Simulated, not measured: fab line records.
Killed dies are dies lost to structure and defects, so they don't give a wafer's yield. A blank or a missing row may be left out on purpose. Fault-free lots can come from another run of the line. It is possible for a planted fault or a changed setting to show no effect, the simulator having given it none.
Chamber matching / flow nand harc / NHARC_A_CHANNEL_FILL_D1_ETCHBACK_20 on rie diel-13 has 3 sister chambers
The step etches the open film in C4F8/O2/Ar, target depth 27 nm, time 13.5 s. 3 wafers are shown with their chamber, then 5 later ones without.

## WAFERS WITH THEIR CHAMBER
wafer=L730.5; chamber=1; rf vpp V (V)=977
wafer=L736.1; chamber=3; rf vpp V (V)=976
wafer=L736.2; chamber=2; rf vpp V (V)=971

## WAFERS WITHOUT THEIR CHAMBER
wafer=L736.3; rf vpp V (V)=974
wafer=L737.1; rf vpp V (V)=977
wafer=L737.4; rf vpp V (V)=977
wafer=L737.6; rf vpp V (V)=976
wafer=L738.6; rf vpp V (V)=978

## EACH ONE'S CHAMBER
wafer=L736.3; from the rows above=can't be placed: 3 or 1 or 2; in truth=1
wafer=L737.1; from the rows above=can't be placed: 1 or 3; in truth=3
wafer=L737.4; from the rows above=can't be placed: 1 or 3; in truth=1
wafer=L737.6; from the rows above=can't be placed: 3 or 1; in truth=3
wafer=L738.6; from the rows above=can't be placed: 1 or 3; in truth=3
0 of 5 placed correctly. From these rows, 5 cannot be placed; in 5 the true chamber is one of the candidates. Number placed wrongly: 0.
How it was worked out, from the rows above alone: a wafer's distance from a chamber is the root of the sum, over the readings, of the square of ((its reading less the chamber's mean) divided by the reading's scatter). If the next closest chamber is less than 2 further off than the closest, the wafer can't be placed; otherwise it belongs to the closest. Each chamber's mean is taken over the wafers shown for it. The scatter: with one shown wafer a chamber, the root of the mean of the squares of how far each hidden wafer lies from its nearest shown one.
